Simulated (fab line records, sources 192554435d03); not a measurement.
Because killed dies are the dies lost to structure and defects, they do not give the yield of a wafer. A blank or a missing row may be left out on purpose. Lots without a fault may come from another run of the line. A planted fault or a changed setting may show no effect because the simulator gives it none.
fab line records	flow n5-finfet	part 2 of 2: steps 24 to 29 of 29
record: lots: 5	wafers: 15	last-day: 17
route steps=1938 shown DUMMY_GATE@252 SPACER0@258 SD_EPI_N@262
lots that met no fault: from a run of the same line without faults
start-h: hours from the record's opening day to when the first of the lot's shown wafers began	wait-h: time in hours since the lot's previous step	" repeats the value in the row above	L1.1+2: a row that stands for several wafers	- either no value or no given start	* or withheld: withheld	< > ~ a bound
route shown NAME@n: a module of which the file shows steps, and the number in the route of the first	usual: mean/standard deviation taken from wafers without a fault	same: alike in all rows	chamber/n: place in a boat	sites: readings site by site	_std_site: standard deviation of those values	_edge_site: the outer-site mean with the inner-site mean subtracted	radius-mm: how far each site lies from the wafer's centre	mask NAME#n: copy n	behind: tool/chamber where the wafer was last shaped	hold: the reason the lot was held/the length of the hold in hours/how it ended	device: transistor that didn't switch, given as n, p or np	end of line: tests of these same wafers at the route's end	step lacking rows: just its recipe	killed: count of dies lost to structure and defects at first sort (not the wafer's yield)	map: shows each die of a wafer: x if killed, . if not, _ if none is there
set.NAME: the setting as run; set.NAME@STEP: as run at that earlier step	model.NAME: the simulator's own value behind a step, which no gauge read
certain route steps with their lots: each step a table, each wafer a row
services: from which hour (start-h, from the record's first day; less than 0 if before it) a tool's chamber was out of use, for how many hours, and why
== steps ==
step: N5_SD_EPI_N_ETCH_35
recipe: chemistry: N2/H2	target: SOC	overetch-a: 1080	mask-material: SiARC	temp-c: 40	ion-energy-ev: 100	source-w: 3000	bias-w: 133	pressure-mtorr: 20	time-s: 486	n2-flow-sccm: 200	h2-flow-sccm: 200
usual: drypump-motor-current-A: 5.5/0.51	oes-product-au: 0.71/0.072	rf-fwd-power-W: 2996/9.1	rf-vpp-V: 240.5/1.6	showerhead-plenum-p-Torr: 2.53/0.1	temp-c: 39.99/0.11	throttle-valve-pct: 23.88/0.25
same: time-s: 486
lot.wafer	tool	chamber	start-h	wait-h	drypump-motor-current-A	oes-product-au	rf-fwd-power-W	rf-hours-counter-h	rf-vpp-V	showerhead-plenum-p-Torr	temp-c	throttle-valve-pct
L085.1	rie-diel-04	2	117.86	0.0	6.4	0.78	2994	37	239.7	2.48	40.07	23.88
L085.2	"	1	"	"	5.8	0.69	2997	159	238.3	2.44	39.88	23.75
L085.6	"	2	"	"	6.3	0.79	2993	-	240.1	2.48	39.90	23.89
L086.3	rie-diel-06	2	123.42	0.0	5.3	0.67	2985	161	240.2	2.54	40.11	24.02
L086.5	"	0	"	"	4.8	0.70	3003	-	239.1	2.43	39.98	23.39
L086.6	"	3	"	"	4.9	0.63	2998	-	238.8	2.40	39.95	24.31
L087.1	rie-diel-05	2	129.05	0.0	5.4	0.81	2980	31	242.9	2.71	40.04	23.73
L087.3	"	1	"	"	5.1	0.82	3001	19	239.1	2.48	39.95	23.67
L087.6	"	0	"	"	6.0	0.70	2998	-	243.3	2.66	40.10	23.94
L096.1	rie-diel-04	1	180.13	0.0	5.8	0.67	3008	179	238.7	2.44	39.91	23.78
L096.2	"	2	"	"	6.3	0.76	2991	57	241.6	2.47	39.88	23.92
L096.4	"	3	"	"	5.0	0.68	2983	126	240.7	2.54	39.76	23.88
L097.3	rie-diel-04	3	190.01	0.0	5.1	0.69	3005	129	240.3	2.54	39.93	23.89
L097.4	"	0	"	"	5.8	0.62	2988	218	243.0	2.62	40.09	24.17
L097.6	"	3	"	"	5.0	0.69	3013	-	241.1	2.54	39.99	23.90
step: N5_SD_EPI_N_STRIP_36
recipe: chemistry: N2/H2	temp-c: 40	n2-flow-sccm: 200	h2-flow-sccm: 200	rf-frequency-hz: 6e+07
lot.wafer	tool	chamber	start-h	wait-h
L085.1+2+6	rie-diel-04	2,1,2	118.18	0.2
L086.3+5+6	rie-diel-06	2,0,3	123.74	0.2
L087.1+3+6	rie-diel-05	2,1,0	129.37	0.2
L096.1+2+4	rie-diel-04	1,2,3	180.44	0.2
L097.3+4+6	rie-diel-04	3,0,3	190.32	0.2
step: N5_SD_EPI_N_ETCHBACK_44
recipe: chemistry: CH3F/O2	mode: anisotropic-etchback	target: SiNx	target-depth-a: 145	stop-on: SiO2	over-etch-frac: 0.3	ion-energy-ev: 120	pressure-mtorr: 30	source-w: 395	bias-w: 73	Ar_flow_sccm: 150	CH3F_flow_sccm: 30	O2_flow_sccm: 20
usual: drypump-motor-current-A: 5.5/0.51	oes_ar_750_au: 0.80/0.077	oes-product-au: 0.68/0.069	rf-fwd-power-W: 393.6/1.3	rf-vpp-V: 294/4.4	showerhead-plenum-p-Torr: 1.99/0.078	throttle-valve-pct: 16.39/0.22
lot.wafer	tool	chamber	start-h	wait-h	drypump-motor-current-A	oes_ar_750_au	oes-product-au	rf-fwd-power-W	rf-hours-counter-h	rf-vpp-V	showerhead-plenum-p-Torr	throttle-valve-pct
L085.1	rie-diel-04	2	118.19	0.0	6.3	0.89	0.75	396.3	37	293	1.97	16.52
L085.2	"	1	"	"	5.9	0.74	0.65	395.2	159	299	1.90	16.11
L085.6	"	2	"	"	6.4	0.88	0.76	394.3	-	292	1.97	16.52
L086.3	rie-diel-06	2	123.75	0.0	5.3	0.75	0.64	393.6	161	289	1.99	16.48
L086.5	"	0	"	"	4.8	0.78	0.66	394.3	-	288	1.94	16.39
L086.6	"	3	"	"	4.8	0.72	0.60	394.2	-	292	1.90	16.71
L087.1	rie-diel-05	2	129.38	0.0	5.3	0.89	0.78	392.7	31	296	2.10	15.96
L087.3	"	1	"	"	5.1	0.92	0.79	394.5	20	292	1.97	16.16
L087.6	"	0	"	"	5.8	0.79	0.66	393.6	-	298	2.11	16.64
L096.1	rie-diel-04	1	180.45	0.0	5.9	0.73	0.64	394.3	179	298	1.89	16.14
L096.2	"	2	"	"	6.3	0.86	0.72	393.7	57	291	1.96	16.58
L096.4	"	3	"	"	5.0	0.79	0.66	392.2	126	297	2.02	16.53
L097.3	rie-diel-04	3	190.33	0.0	5.0	0.77	0.65	393.0	130	296	2.01	16.53
L097.4	"	0	"	"	5.7	0.69	0.60	393.0	218	297	2.07	16.43
L097.6	"	3	"	"	5.1	0.78	0.66	393.3	-	296	2.02	16.54
step: N5_SD_EPI_N_ETCH_45
recipe: chemistry: CH3F/O2	target: SiOCN	target-depth-a: 60	mask-material: SOC	ion-energy-ev: 60	bias-w: 29	pressure-mtorr: 15	source-w: 410	Ar_flow_sccm: 150	CH3F_flow_sccm: 30	O2_flow_sccm: 20
usual: drypump-motor-current-A: 5.5/0.51	oes-product-au: 0.79/0.084	rf-fwd-power-W: 408.3/1.3	rf-vpp-V: 127.4/1.1	showerhead-plenum-p-Torr: 1.99/0.078	throttle-valve-pct: 23.37/0.27
lot.wafer	tool	chamber	start-h	wait-h	drypump-motor-current-A	oes-product-au	rf-fwd-power-W	rf-hours-counter-h	rf-vpp-V	showerhead-plenum-p-Torr	throttle-valve-pct
L085.1	rie-diel-04	2	118.29	0.1	6.3	0.89	407.8	37	127.3	1.96	23.65
L085.2	"	1	"	"	5.8	0.76	409.2	159	126.5	1.89	23.00
L085.6	"	2	"	"	6.3	0.89	408.2	-	127.8	1.96	23.65
L086.3	rie-diel-06	2	123.85	0.1	5.3	0.75	406.9	161	127.7	1.98	23.35
L086.5	"	0	"	"	4.8	0.77	406.6	-	126.2	1.93	23.33
L086.6	"	3	"	"	4.8	0.68	408.3	-	126.5	1.89	23.66
L087.1	rie-diel-05	2	129.48	0.1	5.4	0.90	406.9	31	129.0	2.10	22.89
L087.3	"	1	"	"	5.1	0.94	405.9	20	126.3	1.96	23.21
L087.6	"	0	"	"	5.9	0.79	408.2	-	130.4	2.11	23.66
L096.1	rie-diel-04	1	180.55	0.1	5.9	0.74	409.1	179	126.2	1.89	23.03
L096.2	"	2	"	"	6.3	0.86	407.8	57	127.0	1.96	23.66
L096.4	"	3	"	"	5.1	0.76	410.1	126	127.3	2.01	23.61
L097.3	rie-diel-04	3	190.43	0.1	5.1	0.77	407.5	130	128.4	2.01	23.63
L097.4	"	0	"	"	5.7	0.68	408.7	218	128.3	2.06	23.38
L097.6	"	3	"	"	5.1	0.77	405.8	-	127.6	2.01	23.60
step: N5_SD_EPI_N_ETCH_16
recipe: chemistry: CHF3/O2	target: SiO2	target-depth-a: 50	mask-material: SOC	pressure-mtorr: 30	source-w: 650	bias-w: 170	Ar_flow_sccm: 200	CHF3_flow_sccm: 50	O2_flow_sccm: 5	ion-energy-ev: 200
usual: CHF3_flow_sccm: 49.98/0.14	drypump-motor-current-A: 5.5/0.51	oes_ar_750_au: 0.79/0.077	oes-product-au: 0.79/0.084	rf-fwd-power-W: 643.6/2.7	rf-vpp-V: 517/8.2	showerhead-plenum-p-Torr: 2.40/0.09	throttle-valve-pct: 18.95/0.22
lot.wafer	tool	chamber	start-h	wait-h	CHF3_flow_sccm	drypump-motor-current-A	oes_ar_750_au	oes-product-au	rf-fwd-power-W	rf-hours-counter-h	rf-vpp-V	showerhead-plenum-p-Torr	throttle-valve-pct
L085.1	rie-diel-04	2	118.39	0.1	50.21	6.3	0.89	0.89	645.0	37	513	2.37	19.13
L085.2	"	1	"	"	50.17	5.9	0.75	0.76	647.4	159	524	2.30	18.68
L085.6	"	2	"	"	50.11	6.3	0.89	0.89	642.5	-	512	2.37	19.12
L086.3	rie-diel-06	2	123.95	0.1	49.91	5.3	0.75	0.75	641.6	161	510	2.40	19.00
L086.5	"	0	"	"	50.01	4.8	0.79	0.76	644.6	-	503	2.34	18.93
L086.6	"	3	"	"	49.81	4.9	0.71	0.68	643.4	-	512	2.29	19.26
L087.1	rie-diel-05	2	129.58	0.1	49.99	5.3	0.88	0.90	640.1	31	522	2.53	18.53
L087.3	"	1	"	"	49.99	5.1	0.92	0.94	638.1	20	515	2.37	18.76
L087.6	"	0	"	"	49.65	5.9	0.79	0.79	648.7	-	521	2.54	19.22
L096.1	rie-diel-04	1	180.65	0.1	49.98	5.9	0.73	0.74	645.1	179	524	2.29	18.71
L096.2	"	2	"	"	49.98	6.3	0.86	0.86	640.1	57	513	2.37	19.15
L096.4	"	3	"	"	50.04	5.1	0.78	0.77	645.0	126	523	2.43	19.10
L097.3	rie-diel-04	3	190.53	0.1	49.87	5.0	0.78	0.75	643.8	130	523	2.43	19.08
L097.4	"	0	"	"	49.87	5.7	0.70	0.68	645.3	218	522	2.49	18.95
L097.6	"	3	"	"	50.13	5.0	0.78	0.76	643.6	-	523	2.43	19.09
step: N5_SD_EPI_N_STRIP_47
recipe: chemistry: CHF3/O2	resist: SiARC	rf-frequency-hz: 6e+07
lot.wafer	tool	chamber	start-h	wait-h
L085.1+2+6	rie-diel-04	2,1,2	118.43	0.0
L086.3+5+6	rie-diel-06	2,0,3	123.99	0.0
L087.1+3+6	rie-diel-05	2,1,0	129.62	0.0
L096.1+2+4	rie-diel-04	1,2,3	180.69	0.0
L097.3+4+6	rie-diel-04	3,0,3	190.57	0.0
== services ==
tool	chamber	start-h	hours	kind
arfi-scanner-01	-	101.50	3.0	pm
arfi-scanner-03	-	105.93	0.7	repair
arfi-scanner-03	-	106.67	0.8	pm
arfi-scanner-01	-	111.52	0.7	repair
arfi-scanner-01	-	112.43	3.1	pm
arfi-scanner-03	-	124.74	4.2	repair
arfi-scanner-01	-	126.23	1.0	pm
arfi-scanner-03	-	129.05	0.4	repair
ald-sin-04	2	140.28	5.4	repair
rie-diel-06	3	149.23	-	clean
rie-diel-06	3	149.23	-	consumable-replace:focus-ring
rie-diel-06	3	149.23	-	consumable-replace:showerhead
rie-diel-06	3	149.23	23.9	scheduled-down
rie-diel-06	3	149.23	23.9	vent-cycle
rie-diel-04	-	164.74	4.3	pm
arfi-scanner-01	-	172.35	1.3	pm
ald-sin-02	-	176.75	14.0	pm
ald-sin-02	0	176.75	14.0	vent-cycle
ald-sin-02	1	176.75	14.0	vent-cycle
ald-sin-02	2	176.75	14.0	vent-cycle
ald-sin-03	-	179.52	6.0	pm
arfi-scanner-03	-	183.54	1.0	pm
arfi-scanner-01	-	187.07	0.8	pm
ald-sin-03	0	187.35	3.2	repair
